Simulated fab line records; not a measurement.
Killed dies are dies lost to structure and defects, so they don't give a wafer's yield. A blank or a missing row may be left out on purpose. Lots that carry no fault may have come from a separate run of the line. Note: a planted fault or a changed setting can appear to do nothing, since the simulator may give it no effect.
The same fault as seen by 2 desks	flow nandHarc	numbers are kept per desk, each desk with only its own; the story behind them comes last

THE METROLOGY DESK
What the gauges read, lot by lot, whatever tool the lot ran on: means of the sampled wafers that have a number. The brackets show how far a lot's mean lies from the usual mean; more than 4 standard deviations puts the lot out of limits, marked OUT.
Columns: A = overlayXNm at NHARC_A_BONDPAD_OVL_MEAS_35, usual 0 nm; B = overlayYNm at NHARC_A_BONDPAD_OVL_MEAS_35, usual 0 nm
lot	first seen here	A	B
L742	day 18 03:38	-4	3
L743	day 18 10:50	1	-4
L744	day 18 15:14	7	-4
L747	day 18 15:31	6	-2
L745	day 19 03:32	5	-7
L754	day 20 12:20	6	1
L758	day 22 03:20	-1	-6
L760	day 22 21:13	4	-4
L759	day 22 22:35	-11	8
L762	day 23 01:42	5	7
L764	day 23 16:34	-4	8
L765	day 24 00:52	-5	-1
This desk's finding: nothing out of limits on any of the 12 lots.

TOOL OWNER'S DESK, pvdSputter-01
The tool's own readings at NHARC_A_M1_PVD_21 (deposits Cu, target thk 30 nm, time 20.49 s): means of the sampled wafers that have a number, for each lot that ran on this tool. The brackets show how far a lot's mean lies from the usual mean; more than 4 standard deviations puts the lot out of limits, marked OUT.
Columns: A = throttleValvePct at NHARC_A_M1_PVD_21, usual 30.0 %
lot	first seen here	A
L743	day 18 07:31	30.9
L747	day 18 12:04	29.5
L754	day 20 08:52	29.8
This desk's finding: nothing out of limits on any of the 3 lots.

BROUGHT TOGETHER
From the metrology desk's view, nothing was out of limits.
The desk of the tool owner found nothing out of limits.

WHAT HAD BEEN PUT IN BY THE SIMULATOR
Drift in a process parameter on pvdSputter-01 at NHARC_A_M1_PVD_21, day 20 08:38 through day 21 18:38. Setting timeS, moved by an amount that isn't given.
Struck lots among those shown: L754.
